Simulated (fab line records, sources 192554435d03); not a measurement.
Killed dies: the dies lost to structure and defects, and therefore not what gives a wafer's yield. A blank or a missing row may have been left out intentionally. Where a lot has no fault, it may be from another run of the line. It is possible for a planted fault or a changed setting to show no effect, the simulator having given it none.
Chamber matching | flow n5_finfet | rie_diel-05 running N5_SDB_DESCUM_16: 4 sister chambers
The step chemistry O2, time 7.9 s. 4 wafers are shown with their chamber, then 7 later ones without.

## EACH WAFER AND ITS CHAMBER
wafer  | chamber | showerhead_plenum_p_Torr (Torr)
L081.5 | 0       | 1.97
L084.2 | 1       | 2.19
L086.1 | 2       | 2.14
L086.5 | 3       | 2.06

## WAFERS WITH NO CHAMBER GIVEN
wafer  | showerhead_plenum_p_Torr (Torr)
L086.6 | 2.23
L091.1 | 2.14
L091.2 | 2.06
L091.3 | 2.18
L097.3 | 2.18
L097.4 | 2.14
L097.6 | 2.06

## CHAMBER TAKEN BY EACH
wafer  | from the rows above     | in truth
L086.6 | 1                       | 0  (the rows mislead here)
L091.1 | 2                       | 2
L091.2 | 3                       | 3
L091.3 | can't be placed: 1 or 2 | 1
L097.3 | can't be placed: 1 or 2 | 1
L097.4 | 2                       | 2
L097.6 | 3                       | 3
Placed correctly: 4 of 7. Cannot be placed on the basis of these rows: 2; the candidates contain the true chamber in 2. Wrongly placed: 1.
How it was worked out, from the rows above alone: a wafer's distance from a chamber is the root of the sum, over the readings, of the square of ((its reading less the chamber's mean) divided by the reading's scatter). The wafer belongs to the nearest chamber; if the next one is less than 2 further off, it can't be placed. The mean given for a chamber averages the wafers shown for that chamber. The scatter (one wafer shown for each chamber): square how far every hidden wafer sits from the nearest shown wafer, average those squares and take the square root.
